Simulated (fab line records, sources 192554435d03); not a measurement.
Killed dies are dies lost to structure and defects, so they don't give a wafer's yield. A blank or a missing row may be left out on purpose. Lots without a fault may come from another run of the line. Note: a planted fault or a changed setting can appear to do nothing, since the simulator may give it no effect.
Lot-split experiment :: flow n5Finfet :: on a route of 1938 steps: 7 lots, 21 wafers read

THE SPLIT ITSELF
At N5_BEOL_M8_DESCUM_33 (chemistry O2, time 7 s), the setting timeS was moved away from the recipe's 7 s on 9 of the 21 wafers read, by -20.7% to +18.6%. This setting was run at the recipe's value on the other wafers.

There is no step in the file separating the split from the reading.

THE READING
CAR-EUV_of_BEOL_M8_COAT_22.thkNm (the simulator's own value, which no gauge read), in nm, at N5_BEOL_M8_ETCH_72 (etches underlayer in N2/H2, target depth 6.5 nm, time 5.2 s). The file gives no usual value for it. Average 20.3 nm, standard deviation 0.17 nm, over the 12 wafers here run with the recipe.

wafer: L074.1
tool, chamber at the split: rieDiel-01, 0
timeS as run, s: 7
against the recipe: recipe
CAR-EUV_of_BEOL_M8_COAT_22.thkNm, nm: 20.4
against lot-mates on the recipe: -

wafer: L074.2
tool, chamber at the split: rieDiel-01, 3
timeS as run, s: 5.917
against the recipe: -15.5%
CAR-EUV_of_BEOL_M8_COAT_22.thkNm, nm: 20.8
against lot-mates on the recipe: +0.4

wafer: L074.6
tool, chamber at the split: rieDiel-01, 3
timeS as run, s: 5.917
against the recipe: -15.5%
CAR-EUV_of_BEOL_M8_COAT_22.thkNm, nm: 21
against lot-mates on the recipe: +0.6

wafer: L076.1
tool, chamber at the split: rieDiel-01, 0
timeS as run, s: 8.09
against the recipe: +15.6%
CAR-EUV_of_BEOL_M8_COAT_22.thkNm, nm: 19.8
against lot-mates on the recipe: -0.4

wafer: L076.3
tool, chamber at the split: rieDiel-01, 3
timeS as run, s: 7
against the recipe: recipe
CAR-EUV_of_BEOL_M8_COAT_22.thkNm, nm: 20.2
against lot-mates on the recipe: -

wafer: L076.6
tool, chamber at the split: rieDiel-01, 3
timeS as run, s: 7
against the recipe: recipe
CAR-EUV_of_BEOL_M8_COAT_22.thkNm, nm: 20.2
against lot-mates on the recipe: -

wafer: L079.2
tool, chamber at the split: rieDiel-04, 1
timeS as run, s: 5.551
against the recipe: -20.7%
CAR-EUV_of_BEOL_M8_COAT_22.thkNm, nm: 21
against lot-mates on the recipe: +0.6

wafer: L079.4
tool, chamber at the split: rieDiel-04, 2,1
timeS as run, s: 7
against the recipe: recipe
CAR-EUV_of_BEOL_M8_COAT_22.thkNm, nm: 20.4
against lot-mates on the recipe: -

wafer: L079.6
tool, chamber at the split: rieDiel-04, 2,1
timeS as run, s: 7
against the recipe: recipe
CAR-EUV_of_BEOL_M8_COAT_22.thkNm, nm: 20.4
against lot-mates on the recipe: -

wafer: L081.3
tool, chamber at the split: rieDiel-06, 3
timeS as run, s: 7
against the recipe: recipe
CAR-EUV_of_BEOL_M8_COAT_22.thkNm, nm: 20.2
against lot-mates on the recipe: -

wafer: L081.4
tool, chamber at the split: rieDiel-06, 2,3
timeS as run, s: 7
against the recipe: recipe
CAR-EUV_of_BEOL_M8_COAT_22.thkNm, nm: 20.2
against lot-mates on the recipe: -

wafer: L081.6
tool, chamber at the split: rieDiel-06, 2,3
timeS as run, s: 7
against the recipe: recipe
CAR-EUV_of_BEOL_M8_COAT_22.thkNm, nm: 20.2
against lot-mates on the recipe: -

wafer: L095.1
tool, chamber at the split: rieDiel-04, 3,2
timeS as run, s: 7.928
against the recipe: +13.3%
CAR-EUV_of_BEOL_M8_COAT_22.thkNm, nm: 20
against lot-mates on the recipe: -0.4

wafer: L095.4
tool, chamber at the split: rieDiel-04, 3,2
timeS as run, s: 7.928
against the recipe: +13.3%
CAR-EUV_of_BEOL_M8_COAT_22.thkNm, nm: 19.8
against lot-mates on the recipe: -0.6

wafer: L095.5
tool, chamber at the split: rieDiel-04, 3
timeS as run, s: 7
against the recipe: recipe
CAR-EUV_of_BEOL_M8_COAT_22.thkNm, nm: 20.4
against lot-mates on the recipe: -

wafer: L097.1
tool, chamber at the split: rieDiel-06, 2,3
timeS as run, s: 7
against the recipe: recipe
CAR-EUV_of_BEOL_M8_COAT_22.thkNm, nm: 20.6
against lot-mates on the recipe: -

wafer: L097.2
tool, chamber at the split: rieDiel-06, 2,3
timeS as run, s: 7
against the recipe: recipe
CAR-EUV_of_BEOL_M8_COAT_22.thkNm, nm: 20.6
against lot-mates on the recipe: -

wafer: L097.5
tool, chamber at the split: rieDiel-06, 1
timeS as run, s: 8.301
against the recipe: +18.6%
CAR-EUV_of_BEOL_M8_COAT_22.thkNm, nm: 19.8
against lot-mates on the recipe: -0.8

wafer: L094.1
tool, chamber at the split: rieDiel-06, 1
timeS as run, s: 7.92
against the recipe: +13.1%
CAR-EUV_of_BEOL_M8_COAT_22.thkNm, nm: 19.8
against lot-mates on the recipe: -0.2

wafer: L094.6
tool, chamber at the split: rieDiel-06, 3
timeS as run, s: 7.92
against the recipe: +13.1%
CAR-EUV_of_BEOL_M8_COAT_22.thkNm, nm: 19.8
against lot-mates on the recipe: -0.2

wafer: L094.3
tool, chamber at the split: rieDiel-06, 2
timeS as run, s: 7
against the recipe: recipe
CAR-EUV_of_BEOL_M8_COAT_22.thkNm, nm: 20
against lot-mates on the recipe: -
If several chambers appear in one row, that row covers several wafers at once and the file leaves open which wafer was in which chamber.

THE FIT
A straight line over all 21 wafers: CAR-EUV_of_BEOL_M8_COAT_22.thkNm changes by -0.0341 nm for each +1% of timeS; r = -0.92; the points scatter about the line by 0.15 nm.
The same after taking each lot's own level away (the mean of its wafers on the recipe; 21 wafers): -0.0309 nm for each +1%; r = -0.95; scatter 0.1 nm.
Per that fit: largest timeS move, reading shift of 0.64 nm.
The lots' own levels span 20.00 to 20.60 nm, that is 3.5 times the standard deviation above.
Thus the slope moves with the lot-to-lot level: the two fits are different.
Check: for one of the wafers moved furthest among these (-20.7%), held out of the fit, the line's prediction against its lot-mates is +0.66 nm. It came out at +0.6 nm against them.

FURTHER SPLITS ON THESE WAFERS
Other splits were also applied to these wafers ahead of the reading. Each is held against what the fit with the lots' levels taken away leaves over:
other split on the same wafers: N5_BEOL_M5_EXPOSE_25 doseMj
wafers away from the commonest value: 6
r with CAR-EUV_of_BEOL_M8_COAT_22.thkNm (lot level and that fit taken away): +0.15

other split on the same wafers: N5_BEOL_M6_ETCH_41 timeS
wafers away from the commonest value: 10
r with CAR-EUV_of_BEOL_M8_COAT_22.thkNm (lot level and that fit taken away): +0.36

other split on the same wafers: N5_BEOL_M7_DESCUM_33 timeS
wafers away from the commonest value: 7
r with CAR-EUV_of_BEOL_M8_COAT_22.thkNm (lot level and that fit taken away): -0.02

other split on the same wafers: N5_BEOL_M7_TRENCH_ETCH_37 timeS
wafers away from the commonest value: 7
r with CAR-EUV_of_BEOL_M8_COAT_22.thkNm (lot level and that fit taken away): +0.23

THE WHOLE CHAIN: every reading that the file lists as answering this split, in the file's order
step: N5_BEOL_M8_DESCUM_33
what it does: chemistry O2, time 7 s
reading: CAR-EUV_of_BEOL_M8_COAT_22.thkNm (the simulator's own value, which no gauge read)
change (the file's fit): -0.0298 nm for each +1% of the setting
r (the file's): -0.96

step: N5_BEOL_M8_ETCH_72
what it does: etches underlayer in N2/H2, target depth 6.5 nm, time 5.2 s
reading: CAR-EUV_of_BEOL_M8_COAT_22.thkNm (the simulator's own value, which no gauge read)
change (the file's fit): -0.0315 nm for each +1% of the setting
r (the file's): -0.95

FILE'S OWN FIT
CAR-EUV_of_BEOL_M8_COAT_22.thkNm changes by -0.0315 nm for each +1% of timeS, r = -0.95.
